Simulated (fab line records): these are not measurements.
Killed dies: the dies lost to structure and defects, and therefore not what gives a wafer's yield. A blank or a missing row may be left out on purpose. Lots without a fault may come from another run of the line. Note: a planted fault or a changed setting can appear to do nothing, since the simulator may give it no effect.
Struck lot and sound lot, side by side :: flow n5_finfet :: 36 out of 1938 route steps
Sound: these wafers, L208.3, L208.4, L208.6. Struck: wafer L205.5 (L205.3, L205.6, from the same lot, were not struck and are left out); the cause is given at the end.
At each step with rows: each side's tool, then ch and its chambers, then its first start. Under that, the readings that differ: sound wafers :: struck wafers :: difference of the means :: sigmas: that difference in standard deviations of wafers without a fault.
alike: words and numbers the same on both sides, and readings whose means are apart by under 2 such deviations; not compared: readings that were withheld, readings missing a value for some wafer, numbers with overlapping values and no deviation given by the record, and bounds like >300 which may hide the same value.
Wherever a step has rows on one side only, a row that says differs or no value, or a row with sigmas, the two part there. Numbers that have no deviation but don't overlap get no sigmas and don't part them. A reading that every wafer of one side lacks parts them only if that side has two wafers or more.

first, 9 steps without rows for these wafers: N5_BEOL_M6_ALD_77 (deposits TaN, target thk 2 nm, pulse time 2 s, purge time 3 s); N5_BEOL_M6_SURFACE_TREAT_79; N5_BEOL_M6_CVD_78 (deposits Co from CCTBA/H2, target thk 2 nm, time 142.3 s); N5_BEOL_M6_SPUTTER_48 (material Cu, target thk 10 nm, time 1.667 s); N5_BEOL_M6_ECD_50 (material Cu, target thk 300 nm); N5_BEOL_M6_ANNEAL_51 (time 90 s); N5_BEOL_M6_CMP_52 (polishes, stops on SiCOH lowk, t overpolish 6.9 s, target thk 80 nm); N5_BEOL_M6_PRE_CLEAN_55 (time 15 s); N5_BEOL_M6_DEP_56 (deposits SiCN from 3MS/NH3, target thk 10 nm, time 17.5 s).
N5_BEOL_M7_ILD_DEP_00: deposits SiCOH lowk from DEMS/porogen, target thk 179.75 nm, time 33.4 s.
  sound on pecvd-02 ch 0,1, day 15 19:05; struck on pecvd-04 ch 0, day 14 06:53
reading: susceptor_temp_C (C)
sound: 300.22 299.69 300.16
struck: 304.76
difference: +4.74
sigmas: +26

reading: model.SiCOH_lowk_of_BEOL_M7_ILD_DEP_00.thk_nm (nm)
sound: 175 178.2 177
struck: 178.6
difference: +1.9
sigmas: 
  alike: chamber_pressure_Torr, heater_power_w, rf_fwd_power_W, showerhead_plenum_p_Torr, throttle_valve_pct
then, 24 steps without rows for these wafers: N5_BEOL_M7_CURE_74 (cures SiCOH lowk, time 240 s); N5_BEOL_M7_PECVD_70 (deposits SiO2 from TEOS/O2, target thk 20 nm, time 22.7 s); N5_BEOL_M7_HM_DEP_02 (deposits TiN, target thk 20 nm); N5_BEOL_M7_COAT_59 (time 60 s, resist thk 100 nm); N5_BEOL_M7_COAT_60 (time 60 s, resist thk 35 nm); N5_BEOL_M7_COAT_05 (resist thk 90 nm); N5_BEOL_M7_EBR_07; N5_BEOL_M7_SOFTBAKE_06 (time 60 s); N5_BEOL_M7_EXPOSE_08 (exposes mask M7); N5_BEOL_M7_PEB_09 (peb time 60 s); N5_BEOL_M7_DEVELOP_10 (develop time 30 s); N5_BEOL_M7_DESCUM_16 (chemistry O2, time 7.9 s); N5_BEOL_M7_ETCH_61 (etches SiARC in CF4, target depth 45.5 nm, time 75.8 s); N5_BEOL_M7_ETCH_62 (etches SOC in N2/H2, target depth 110 nm, overetch 22 nm, time 165 s); N5_BEOL_M7_STRIP_68 (strips in N2/H2); N5_BEOL_M7_STRIP_67 (strips in CF4); N5_BEOL_M7_HM_OPEN_17 (chemistry Cl2/BCl3, target TiN, target depth 20 nm, overetch 6 nm); N5_BEOL_M7_STRIP_19 (strips in O2); N5_BEOL_M7_COAT_63 (time 60 s, resist thk 60 nm); N5_BEOL_M7_COAT_64 (time 60 s, resist thk 12 nm); N5_BEOL_M7_COAT_71 (time 60 s, resist thk 5 nm); N5_BEOL_M7_COAT_22 (resist thk 30 nm); N5_BEOL_M7_EBR_24; N5_BEOL_M7_SOFTBAKE_23 (time 60 s).
N5_BEOL_M7_CMP_52: polishes, stops on SiCOH lowk, t overpolish 6.9 s, target thk 80 nm.
  sound on cmp-04 ch 0,1,3, day 16 01:31; struck on cmp-01 ch 2, day 14 13:16
reading: model.SiCOH_lowk_of_BEOL_M7_ILD_DEP_00.thk_nm (nm)
sound: 147.8 150.6 149.6
struck: 151
difference: +2
sigmas: 
  alike: barrier_field_endpoint_s, motor_current_A, overpolish_run_s, time_to_endpoint_s
-- the record jumps here: 4 days lie between the struck wafers' starts before and after (it left off in module BEOL_M7 and takes up again in module PASSIVATION, whose first step shown is number 1936 of the route) --
N5_PASSIVATION_PROBE_49:
  struck on prober-01, day 18 01:20; sound on prober-02, day 19 06:38
  alike: defect_limited_yield, killed_at_M0_to_M3, killed_at_M4_up, killed_at_contacts, killed_at_front_end, killed_at_other, killed_dies, killed_open, killed_short, sort_bin_4_leakage, sort_bin_5_function, sort_bin_6_memory, sort_n_pass, sort_yield_pct

WHERE THEY PART
Only at N5_BEOL_M7_ILD_DEP_00, as far as this record shows. Later steps at which nothing parts them and some readings are alike: N5_BEOL_M7_CMP_52, N5_PASSIVATION_PROBE_49.

WHY: whatever the simulator had introduced
pecvd-04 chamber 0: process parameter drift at N5_BEOL_M7_ILD_DEP_00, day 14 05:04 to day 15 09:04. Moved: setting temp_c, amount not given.
